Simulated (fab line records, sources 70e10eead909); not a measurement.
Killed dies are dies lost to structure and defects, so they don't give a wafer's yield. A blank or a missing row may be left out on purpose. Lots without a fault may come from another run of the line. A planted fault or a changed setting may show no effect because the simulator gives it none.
Problem report in the 8D (eight disciplines) form, filled by code | flow nand_harc | the parts of the form that need people (team, actions taken, sign-off) are left out

1. THE PROBLEM
thk_nm at NHARC_A_ONON_D1_THK_MEAS_24 reads a mean of 1490 nm on 9 wafers of 3 lots; wafers without a fault read 1001 nm with a standard deviation of 9.2. That is +53 standard deviations from the usual mean.
The step: measures by ellipsometry.
First seen on wafer L100.1, day 9 10:23, on film_metro-01. The record holds 42 wafers of 14 lots with a number at this step. Rule for "out", or "out of limits": more than 4 standard deviations from the usual mean. The other wafers with a number count as sound.

2. WHAT IT IS AND WHAT IT IS NOT
question                    | is                           | is not
which readings at this step | thk_nm                       | -
which lots                  | L100, L101, L103             | L110, L111, L114, L115, L116, L117, L118, L119, L120, L997, L999
which wafers of those lots  | all that have a number       | -
read on which gauges        | film_metro-01, film_metro-02 | -
when                        | from day 9 10:23             | up to then (6 sound wafers); but 27 sound wafers of L110, L111, L114, L115, L116, L117, L118, L119, L120 came after

3. SUSPECTS, AND WHAT RULES EACH OUT
Counting: a tool at a process step up to the reading stays a suspect if it ran every lot that is out and no sound lot after the first of them.
- the gauge at NHARC_A_ONON_D1_THK_MEAS_24: ruled out. The wafers that are out were read on 2 gauges (film_metro-01, film_metro-02).
- pecvd_onon-01 at NHARC_A_ONON_D1_DEP_22 (target thk 1000 nm): ruled out as a lasting fault. Sound lots L110, L114, L117 ran on it after its first lot that is out, L100 (day 9 09:52).
Left after counting: nothing in the record.

4. THE CAUSE (what the simulator had put in)
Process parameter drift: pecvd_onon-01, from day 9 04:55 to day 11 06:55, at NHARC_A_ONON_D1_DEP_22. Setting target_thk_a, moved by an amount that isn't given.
Counting ruled it out, wrongly: the rule takes a fault to strike every lot that its tool runs from its start on, and this one did not.

5. THE CHAIN OF EFFECTS, in route order
Each row: a reading whose mean over the struck wafers that have a number lies more than 3 standard deviations from the usual. Only readings for which the record gives a usual standard deviation are gone through. hours: the time from each lot's start at the first step in this table that gives one to its start at this step, as a median over the lots. sigmas: the change in usual standard deviations.
hours | step                        | reading         | usual   | on struck wafers | change | sigmas
0     | NHARC_A_ONON_D1_THK_MEAS_24 | thk_nm          | 1001 nm | 1490             | +489   | +53
379   | NHARC_END_SORT_01           | killed_at_array | 52      | 671              | +619   | +34
379   | NHARC_END_SORT_01           | killed_dies     | 57      | 677              | +620   | +33

6. WHAT WOULD HAVE CAUGHT IT SOONER
In this record the first reading out of limits at a measuring or inspecting step was taken at day 9 10:23, 5 hours after the fault began at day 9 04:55.
